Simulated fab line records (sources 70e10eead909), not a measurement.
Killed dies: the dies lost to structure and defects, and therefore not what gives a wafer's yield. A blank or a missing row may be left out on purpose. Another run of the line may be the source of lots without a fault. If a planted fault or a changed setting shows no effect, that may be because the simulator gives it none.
Chamber matching | flow nandHarc | NHARC_A_STAIRCASE_DESCUM_219 on rieDiel-12 has 4 sister chambers
The step chemistry O2, time 3 s. 8 wafers are shown with their chamber, then 12 later ones without.

WAFERS WITH THEIR CHAMBER
wafer  | chamber | showerheadPlenumPTorr (Torr) | drypumpMotorCurrentA (A)
L080.6 | 1       | 1.87                         | 6.00
L084.1 | 3       | 2.02                         | 5.20
L085.2 | 3       | 2.01                         | 5.19
L085.3 | 2       | 2.04                         | 5.53
L085.6 | 0       | 1.86                         | 5.65
L086.1 | 0       | 1.86                         | 5.68
L086.5 | 2       | 2.04                         | 5.55
L086.6 | 1       | 1.86                         | 5.97

WAFERS WITHOUT THEIR CHAMBER
wafer  | showerheadPlenumPTorr (Torr) | drypumpMotorCurrentA (A)
L089.1 | 2.01                         | 5.15
L089.3 | 1.86                         | 5.64
L089.6 | 2.01                         | 5.15
L092.2 | 1.86                         | 5.66
L092.4 | 2.04                         | 5.55
L092.5 | 2.01                         | 5.20
L091.1 | 1.85                         | 5.64
L091.3 | 1.86                         | 5.98
L091.4 | 2.04                         | 5.57
L090.1 | 2.04                         | 5.57
L090.2 | 1.86                         | 5.98
L090.6 | 2.01                         | 5.19

WHICH CHAMBER EACH ONE RAN IN
wafer  | from the rows above | in truth
L089.1 | 3                   | 3
L089.3 | 0                   | 0
L089.6 | 3                   | 3
L092.2 | 0                   | 0
L092.4 | 2                   | 2
L092.5 | 3                   | 3
L091.1 | 0                   | 0
L091.3 | 1                   | 1
L091.4 | 2                   | 2
L090.1 | 2                   | 2
L090.2 | 1                   | 1
L090.6 | 3                   | 3
Correct placement for 12 of the 12. Can't be placed from these rows: 0. 0 placed wrongly.
How it was worked out, from the rows above alone: a wafer's distance from a chamber is the root of the sum, over the readings, of the square of ((its reading less the chamber's mean) divided by the reading's scatter). If the next closest chamber is less than 2 further off than the closest, the wafer can't be placed; otherwise it belongs to the closest. A chamber's mean is the mean of its shown wafers. The scatter: the root of (the sum of the squares of (reading less its chamber's mean) over the shown wafers, divided by (wafers less chambers)).
